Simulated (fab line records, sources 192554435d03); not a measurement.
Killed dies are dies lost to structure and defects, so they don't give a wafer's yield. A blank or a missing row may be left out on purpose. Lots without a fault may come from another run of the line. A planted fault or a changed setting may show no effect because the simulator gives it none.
Chamber matching | flow n5_finfet | N5_BEOL_M15_DESCUM_15 on rie_diel-06: 4 sister chambers
The step chemistry O2, time 7.9 s. 8 wafers are shown with their chamber, then 9 later ones without.

WAFERS WITH THEIR CHAMBER
wafer  | chamber | showerhead_plenum_p_Torr (Torr) | drypump_motor_current_A (A)
L081.2 | 1       | 2.13                            | 6.2
L081.3 | 2       | 2.12                            | 5.3
L089.1 | 3       | 2.19                            | 5.9
L089.2 | 0       | 2.05                            | 5.9
L089.4 | 3       | 2.19                            | 5.8
L094.1 | 2       | 2.12                            | 5.2
L094.2 | 0       | 2.05                            | 5.9
L094.3 | 1       | 2.12                            | 6.1

WAFERS WITHOUT THEIR CHAMBER
wafer  | showerhead_plenum_p_Torr (Torr) | drypump_motor_current_A (A)
L094.4 | 2.19                            | 5.9
L094.5 | 2.12                            | 6.1
L094.6 | 2.12                            | 5.2
L093.2 | 2.12                            | 6.2
L093.4 | 2.12                            | 6.2
L093.6 | 2.12                            | 5.2
L095.2 | 2.04                            | 5.9
L095.4 | 2.19                            | 5.8
L095.6 | 2.19                            | 5.8

WHICH CHAMBER EACH WENT THROUGH
wafer  | from the rows above | in truth
L094.4 | 3                   | 3
L094.5 | 1                   | 1
L094.6 | 2                   | 2
L093.2 | 1                   | 1
L093.4 | 1                   | 1
L093.6 | 2                   | 2
L095.2 | 0                   | 0
L095.4 | 3                   | 3
L095.6 | 3                   | 3
Placed correctly: 9 of 9. Can't be placed from these rows: 0. Placed wrongly: 0.
How it was worked out, from the rows above alone: a wafer's distance from a chamber is the root of the sum, over the readings, of the square of ((its reading less the chamber's mean) divided by the reading's scatter). The wafer belongs to the nearest chamber; if the next one is less than 2 further off, it can't be placed. A chamber's mean is the mean of its shown wafers. The scatter: the root of (the sum of the squares of (reading less its chamber's mean) over the shown wafers, divided by (wafers less chambers)).
